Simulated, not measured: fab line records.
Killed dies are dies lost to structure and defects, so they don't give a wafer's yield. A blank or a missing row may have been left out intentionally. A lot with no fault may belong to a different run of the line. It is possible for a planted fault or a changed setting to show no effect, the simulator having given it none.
The tool behind it: which one? / flow nandHarc / 33 wafers from 12 lots sampled at 5 of the route's 1159 steps

== WHAT EACH GAUGE READ, for each wafer ==
NHARC_END_SORT_01.
lot=L837; measured=day 19 04:53; on=prober-02; killedAtArray=16 13 14; killedAtOther=1 0 0; killedAtPeriphery=3 2 7; killedDies=20 15 21; killedOpen=4 2 6; killedShort=2 4 2
lot=L853; measured=day 23 15:34; on=prober-02; killedAtArray=28; killedAtOther=1; killedAtPeriphery=3; killedDies=32; killedOpen=3; killedShort=4
lot=L856; measured=day 23 22:35; on=prober-02; killedAtArray=28; killedAtOther=0; killedAtPeriphery=7; killedDies=35; killedOpen=4; killedShort=1
lot=L858; measured=day 24 05:10; on=prober-02; killedAtArray=32 42 41; killedAtOther=0 0 0; killedAtPeriphery=0 3 1; killedDies=32 45 42; killedOpen=2 5 3; killedShort=1 2 1

== WHAT TOOL EACH LOT RAN ON (gives the tool, then ch and the chambers of the sampled wafers, and finally the start) ==
lot=L837; NHARC_A_CHANNEL_FILL_D1_ALD_03=aldSinBatch-02 ch 0, day 10 19:16 or earlier; NHARC_A_CHANNEL_FILL_D1_ETCHBACK_08=rieDiel-11 ch 0,2,3, day 10 19:16 or earlier; NHARC_A_STAIRCASE_ETCH_169=rieDiel-02 ch 0,1, day 10 19:16; NHARC_A_STAIRCASE_ETCH_170=rieDiel-02 ch 0,1, day 10 19:23
lot=L838; NHARC_A_CHANNEL_FILL_D1_ALD_03=aldSinBatch-02 ch 0, day 11 03:22 or earlier; NHARC_A_CHANNEL_FILL_D1_ETCHBACK_08=rieDiel-11 ch 1,3, day 11 03:22 or earlier; NHARC_A_STAIRCASE_ETCH_169=rieDiel-01 ch 1,2, day 11 03:22; NHARC_A_STAIRCASE_ETCH_170=rieDiel-01 ch 1,3, day 11 03:28
lot=L839; NHARC_A_CHANNEL_FILL_D1_ALD_03=aldSinBatch-01 ch 0, day 11 06:54 or earlier; NHARC_A_CHANNEL_FILL_D1_ETCHBACK_08=rieDiel-11 ch 1,3, day 11 06:54 or earlier; NHARC_A_STAIRCASE_ETCH_169=rieDiel-04 ch 2,3, day 11 06:54; NHARC_A_STAIRCASE_ETCH_170=rieDiel-04 ch 0,1,2, day 11 07:02
lot=L843; NHARC_A_CHANNEL_FILL_D1_ALD_03=aldSinBatch-02 ch 0, day 11 23:23 or earlier; NHARC_A_CHANNEL_FILL_D1_ETCHBACK_08=rieDiel-11 ch 1,3, day 11 23:23 or earlier; NHARC_A_STAIRCASE_ETCH_169=rieDiel-02 ch 0,3, day 11 23:23; NHARC_A_STAIRCASE_ETCH_170=rieDiel-02 ch 0,3, day 11 23:32
lot=L844; NHARC_A_CHANNEL_FILL_D1_ALD_03=aldSinBatch-02 ch 0, day 11 23:38 or earlier; NHARC_A_CHANNEL_FILL_D1_ETCHBACK_08=rieDiel-12 ch 2,3, day 11 23:38 or earlier; NHARC_A_STAIRCASE_ETCH_169=rieDiel-01 ch 1,2,3, day 11 23:38; NHARC_A_STAIRCASE_ETCH_170=rieDiel-01 ch 0,1,3, day 11 23:56
lot=L847; NHARC_A_CHANNEL_FILL_D1_ALD_03=aldSinBatch-01 ch 0, day 13 12:14 or earlier; NHARC_A_CHANNEL_FILL_D1_ETCHBACK_08=rieDiel-11 ch 0,1,3, day 13 12:14 or earlier; NHARC_A_STAIRCASE_ETCH_169=rieDiel-02 ch 1,2, day 13 12:14; NHARC_A_STAIRCASE_ETCH_170=rieDiel-02 ch 0,2,3, day 13 12:22
lot=L853; NHARC_A_CHANNEL_FILL_D1_ALD_03=aldSinBatch-02 ch 0, day 14 14:43 or earlier; NHARC_A_CHANNEL_FILL_D1_ETCHBACK_08=rieDiel-09 ch 3, day 14 14:43 or earlier; NHARC_A_STAIRCASE_ETCH_169=rieDiel-04 ch 2,3, day 14 14:43; NHARC_A_STAIRCASE_ETCH_170=rieDiel-04 ch 0,2, day 14 14:52
lot=L855; NHARC_A_CHANNEL_FILL_D1_ALD_03=aldSinBatch-01 ch 0, day 14 15:00 or earlier; NHARC_A_CHANNEL_FILL_D1_ETCHBACK_08=rieDiel-12 ch 0,3, day 14 15:00 or earlier; NHARC_A_STAIRCASE_ETCH_169=rieDiel-04 ch 0,1, day 14 15:00; NHARC_A_STAIRCASE_ETCH_170=rieDiel-04 ch 1,3, day 14 15:08
lot=L856; NHARC_A_CHANNEL_FILL_D1_ALD_03=aldSinBatch-02 ch 0, day 15 07:47 or earlier; NHARC_A_CHANNEL_FILL_D1_ETCHBACK_08=rieDiel-11 ch 0,1, day 15 07:47 or earlier; NHARC_A_STAIRCASE_ETCH_169=rieDiel-04 ch 1,3, day 15 07:47; NHARC_A_STAIRCASE_ETCH_170=rieDiel-04 ch 2,3, day 15 08:25
lot=L858; NHARC_A_CHANNEL_FILL_D1_ALD_03=aldSinBatch-03 ch 0, day 15 22:13 or earlier; NHARC_A_CHANNEL_FILL_D1_ETCHBACK_08=rieDiel-11 ch 1,2,3, day 15 22:13 or earlier; NHARC_A_STAIRCASE_ETCH_169=rieDiel-01 ch 0,2,3, day 15 22:13; NHARC_A_STAIRCASE_ETCH_170=rieDiel-01 ch 0,1,3, day 15 22:20
lot=L860; NHARC_A_CHANNEL_FILL_D1_ALD_03=aldSinBatch-02 ch 0, day 16 01:16 or earlier; NHARC_A_CHANNEL_FILL_D1_ETCHBACK_08=rieDiel-09 ch 1,3, day 16 01:16 or earlier; NHARC_A_STAIRCASE_ETCH_169=rieDiel-01 ch 0,1,3, day 16 01:16; NHARC_A_STAIRCASE_ETCH_170=rieDiel-01 ch 0,1, day 16 01:23
lot=L859; NHARC_A_CHANNEL_FILL_D1_ALD_03=aldSinBatch-02 ch 0, day 16 09:45 or earlier; NHARC_A_CHANNEL_FILL_D1_ETCHBACK_08=rieDiel-11 ch 0,1,3, day 16 09:45 or earlier; NHARC_A_STAIRCASE_ETCH_169=rieDiel-02 ch 0,1, day 16 09:45; NHARC_A_STAIRCASE_ETCH_170=rieDiel-02 ch 1,2, day 16 09:52
- NHARC_A_CHANNEL_FILL_D1_ALD_03: deposits SiNx, target thk 6 nm, pulse time 60 s, ald cycles 58.
- NHARC_A_CHANNEL_FILL_D1_ETCHBACK_08: etches the open film in C4F8, target depth 220 nm, time 110 s.
- NHARC_A_STAIRCASE_ETCH_169: etches the open film in CH3F/O2, target depth 50 nm, time 107.1 s.
- NHARC_A_STAIRCASE_ETCH_170: etches the open film in C4F6/O2, target depth 200 nm, time 66.667 s.

== AS READ BY THE TOOLS THEMSELVES (means over the sampled wafers that have a number; for cases with no such wafer, the mark the record gives instead) ==
NHARC_A_CHANNEL_FILL_D1_ALD_03.
lot=L837 tool=aldSinBatch-02 precursorPulseHeightRel=0.980
lot=L838 tool=aldSinBatch-02 precursorPulseHeightRel=1.002
lot=L839 tool=aldSinBatch-01 precursorPulseHeightRel=1.002
lot=L843 tool=aldSinBatch-02 precursorPulseHeightRel=1.022
lot=L844 tool=aldSinBatch-02 precursorPulseHeightRel=0.990
lot=L847 tool=aldSinBatch-01 precursorPulseHeightRel=0.977
lot=L853 tool=aldSinBatch-02 precursorPulseHeightRel=1.007
lot=L855 tool=aldSinBatch-01 precursorPulseHeightRel=1.011
lot=L856 tool=aldSinBatch-02 precursorPulseHeightRel=0.990
lot=L858 tool=aldSinBatch-03 precursorPulseHeightRel=1.024
lot=L860 tool=aldSinBatch-02 precursorPulseHeightRel=0.997
lot=L859 tool=aldSinBatch-02 precursorPulseHeightRel=1.005

NHARC_A_CHANNEL_FILL_D1_ETCHBACK_08.
lot=L837; tool=rieDiel-11; oesProductAu (a.u.)=0.97; rfVppV (V)=440.8
lot=L838; tool=rieDiel-11; oesProductAu (a.u.)=1.01; rfVppV (V)=439.1
lot=L839; tool=rieDiel-11; oesProductAu (a.u.)=0.93; rfVppV (V)=438.0
lot=L843; tool=rieDiel-11; oesProductAu (a.u.)=1.01; rfVppV (V)=438.3
lot=L844; tool=rieDiel-12; oesProductAu (a.u.)=1.00; rfVppV (V)=438.8
lot=L847; tool=rieDiel-11; oesProductAu (a.u.)=1.00; rfVppV (V)=441.8
lot=L853; tool=rieDiel-09; oesProductAu (a.u.)=0.93; rfVppV (V)=437.0
lot=L855; tool=rieDiel-12; oesProductAu (a.u.)=1.01; rfVppV (V)=439.9
lot=L856; tool=rieDiel-11; oesProductAu (a.u.)=0.94; rfVppV (V)=442.0
lot=L858; tool=rieDiel-11; oesProductAu (a.u.)=0.92; rfVppV (V)=438.1
lot=L860; tool=rieDiel-09; oesProductAu (a.u.)=0.99; rfVppV (V)=437.7
lot=L859; tool=rieDiel-11; oesProductAu (a.u.)=0.93; rfVppV (V)=440.3

NHARC_A_STAIRCASE_ETCH_169.
lot=L837; tool=rieDiel-02; ch3fFlowSccm (sccm)=49.98; drypumpMotorCurrentA (A)=5.7; oesProductAu (a.u.)=0.964; rfVppV (V)=244.5; runLengthS (s)=128.0; showerheadPlenumPTorr (Torr)=2.48; throttleValvePct (%)=20.665
lot=L838; tool=rieDiel-01; ch3fFlowSccm (sccm)=49.89; drypumpMotorCurrentA (A)=5.7; oesProductAu (a.u.)=0.962; rfVppV (V)=242.9; runLengthS (s)=128.1; showerheadPlenumPTorr (Torr)=2.36; throttleValvePct (%)=20.672
lot=L839; tool=rieDiel-04; ch3fFlowSccm (sccm)=49.96; drypumpMotorCurrentA (A)=5.6; oesProductAu (a.u.)=0.983; rfVppV (V)=243.5; runLengthS (s)=128.8; showerheadPlenumPTorr (Torr)=2.41; throttleValvePct (%)=20.659
lot=L843; tool=rieDiel-02; ch3fFlowSccm (sccm)=49.93; drypumpMotorCurrentA (A)=5.6; oesProductAu (a.u.)=0.946; rfVppV (V)=242.7; runLengthS (s)=128.5; showerheadPlenumPTorr (Torr)=2.46; throttleValvePct (%)=20.662
lot=L844; tool=rieDiel-01; ch3fFlowSccm (sccm)=49.90; drypumpMotorCurrentA (A)=5.4; oesProductAu (a.u.)=0.936; rfVppV (V)=242.5; runLengthS (s)=128.3; showerheadPlenumPTorr (Torr)=2.39; throttleValvePct (%)=20.657
lot=L847; tool=rieDiel-02; ch3fFlowSccm (sccm)=50.08; drypumpMotorCurrentA (A)=5.3; oesProductAu (a.u.)=0.939; rfVppV (V)=241.6; runLengthS (s)=128.6; showerheadPlenumPTorr (Torr)=2.35; throttleValvePct (%)=20.666
lot=L853; tool=rieDiel-04; ch3fFlowSccm (sccm)=50.08; drypumpMotorCurrentA (A)=5.5; oesProductAu (a.u.)=0.962; rfVppV (V)=242.9; runLengthS (s)=128.5; showerheadPlenumPTorr (Torr)=2.39; throttleValvePct (%)=20.652
lot=L855; tool=rieDiel-04; ch3fFlowSccm (sccm)=49.92; drypumpMotorCurrentA (A)=5.3; oesProductAu (a.u.)=0.962; rfVppV (V)=244.7; runLengthS (s)=128.7; showerheadPlenumPTorr (Torr)=2.46; throttleValvePct (%)=20.651
lot=L856; tool=rieDiel-04; ch3fFlowSccm (sccm)=49.94; drypumpMotorCurrentA (A)=5.1; oesProductAu (a.u.)=0.958; rfVppV (V)=243.9; runLengthS (s)=127.8; showerheadPlenumPTorr (Torr)=2.40; throttleValvePct (%)=20.668
lot=L858; tool=rieDiel-01; ch3fFlowSccm (sccm)=50.01; drypumpMotorCurrentA (A)=5.8; oesProductAu (a.u.)=0.966; rfVppV (V)=244.0; runLengthS (s)=128.2; showerheadPlenumPTorr (Torr)=2.38; throttleValvePct (%)=20.661
lot=L860; tool=rieDiel-01; ch3fFlowSccm (sccm)=50.01; drypumpMotorCurrentA (A)=5.4; oesProductAu (a.u.)=0.966; rfVppV (V)=244.9; runLengthS (s)=128.3; showerheadPlenumPTorr (Torr)=2.48; throttleValvePct (%)=20.657
lot=L859; tool=rieDiel-02; ch3fFlowSccm (sccm)=49.85; drypumpMotorCurrentA (A)=5.7; oesProductAu (a.u.)=0.976; rfVppV (V)=243.7; runLengthS (s)=127.8; showerheadPlenumPTorr (Torr)=2.46; throttleValvePct (%)=20.653

NHARC_A_STAIRCASE_ETCH_170.
lot=L837; tool=rieDiel-02; drypumpMotorCurrentA (A)=5.8; oesProductAu (a.u.)=0.973; rfVppV (V)=546.7; runLengthS (s)=87.6; showerheadPlenumPTorr (Torr)=3.92; throttleValvePct (%)=26.909
lot=L838; tool=rieDiel-01; drypumpMotorCurrentA (A)=5.2; oesProductAu (a.u.)=0.967; rfVppV (V)=546.0; runLengthS (s)=87.8; showerheadPlenumPTorr (Torr)=3.88; throttleValvePct (%)=26.909
lot=L839; tool=rieDiel-04; drypumpMotorCurrentA (A)=5.5; oesProductAu (a.u.)=0.986; rfVppV (V)=547.0; runLengthS (s)=88.2; showerheadPlenumPTorr (Torr)=3.92; throttleValvePct (%)=26.894
lot=L843; tool=rieDiel-02; drypumpMotorCurrentA (A)=5.6; oesProductAu (a.u.)=0.973; rfVppV (V)=546.0; runLengthS (s)=88.2; showerheadPlenumPTorr (Torr)=3.91; throttleValvePct (%)=26.902
lot=L844; tool=rieDiel-01; drypumpMotorCurrentA (A)=5.4; oesProductAu (a.u.)=0.980; rfVppV (V)=543.6; runLengthS (s)=87.7; showerheadPlenumPTorr (Torr)=3.78; throttleValvePct (%)=26.904
lot=L847; tool=rieDiel-02; drypumpMotorCurrentA (A)=5.5; oesProductAu (a.u.)=0.943; rfVppV (V)=544.0; runLengthS (s)=88.3; showerheadPlenumPTorr (Torr)=3.82; throttleValvePct (%)=26.902
lot=L853; tool=rieDiel-04; drypumpMotorCurrentA (A)=5.8; oesProductAu (a.u.)=0.974; rfVppV (V)=546.5; runLengthS (s)=90.2; showerheadPlenumPTorr (Torr)=3.89; throttleValvePct (%)=26.895
lot=L855; tool=rieDiel-04; drypumpMotorCurrentA (A)=5.2; oesProductAu (a.u.)=0.976; rfVppV (V)=545.3; runLengthS (s)=91.0; showerheadPlenumPTorr (Torr)=3.83; throttleValvePct (%)=26.896
lot=L856; tool=rieDiel-04; drypumpMotorCurrentA (A)=5.6; oesProductAu (a.u.)=0.980; rfVppV (V)=544.7; runLengthS (s)=91.5; showerheadPlenumPTorr (Torr)=3.81; throttleValvePct (%)=26.897
lot=L858; tool=rieDiel-01; drypumpMotorCurrentA (A)=5.4; oesProductAu (a.u.)=0.975; rfVppV (V)=547.0; runLengthS (s)=87.7; showerheadPlenumPTorr (Torr)=3.95; throttleValvePct (%)=26.902
lot=L860; tool=rieDiel-01; drypumpMotorCurrentA (A)=5.2; oesProductAu (a.u.)=0.971; rfVppV (V)=548.7; runLengthS (s)=88.0; showerheadPlenumPTorr (Torr)=4.04; throttleValvePct (%)=26.908
lot=L859; tool=rieDiel-02; drypumpMotorCurrentA (A)=5.4; oesProductAu (a.u.)=1.000; rfVppV (V)=549.2; runLengthS (s)=87.8; showerheadPlenumPTorr (Torr)=4.05; throttleValvePct (%)=26.902

== THE ANSWER, worked out from the rows above alone ==
Rule: what is usual is taken from the lots themselves. Put in order of their means at a reading, lots are off if they are a third of the lots or fewer, leave a main group of 4 or more, and stand apart from it by a gap of 3 or more times the standard deviation of the main group's means; of several such gaps the widest counts. If all means in a main group match to the digits the tables above print for the reading, that group is not used. Also off: a lot with no number at a reading for which 4 or more lots have one. Any other lot the step has rows for is counted as sound. Order of review: gauges by route order, followed by the tools' own readings, for which a lot's mean as printed above is used. At the first step where some lot is off, the reading lying furthest off is the one used; lots without a number count as furthest.
Off at NHARC_A_STAIRCASE_ETCH_170 (runLengthS): L853, L855, L856. The main group has a mean of 87.9 s with a standard deviation of 0.24.
If a tool, at that step or one of the process steps before it, ran each lot that is off and ran no sound lot following the first of them, it fits. Because NHARC_A_CHANNEL_FILL_D1_ALD_03 lacks a start for some lots, the hours and order of its lots are taken from NHARC_A_STAIRCASE_ETCH_169. Because NHARC_A_CHANNEL_FILL_D1_ETCHBACK_08 lacks a start for some lots, the hours and order of its lots are taken from NHARC_A_STAIRCASE_ETCH_169. One fits: NHARC_A_STAIRCASE_ETCH_169 and NHARC_A_STAIRCASE_ETCH_170 on rieDiel-04. At NHARC_A_STAIRCASE_ETCH_169 its last sound lot is L839 (day 11 06:54), its first lot that is off L853 (day 14 14:43): a fault that began between those two fits.

== WHAT THE SIMULATOR PUT IN ==
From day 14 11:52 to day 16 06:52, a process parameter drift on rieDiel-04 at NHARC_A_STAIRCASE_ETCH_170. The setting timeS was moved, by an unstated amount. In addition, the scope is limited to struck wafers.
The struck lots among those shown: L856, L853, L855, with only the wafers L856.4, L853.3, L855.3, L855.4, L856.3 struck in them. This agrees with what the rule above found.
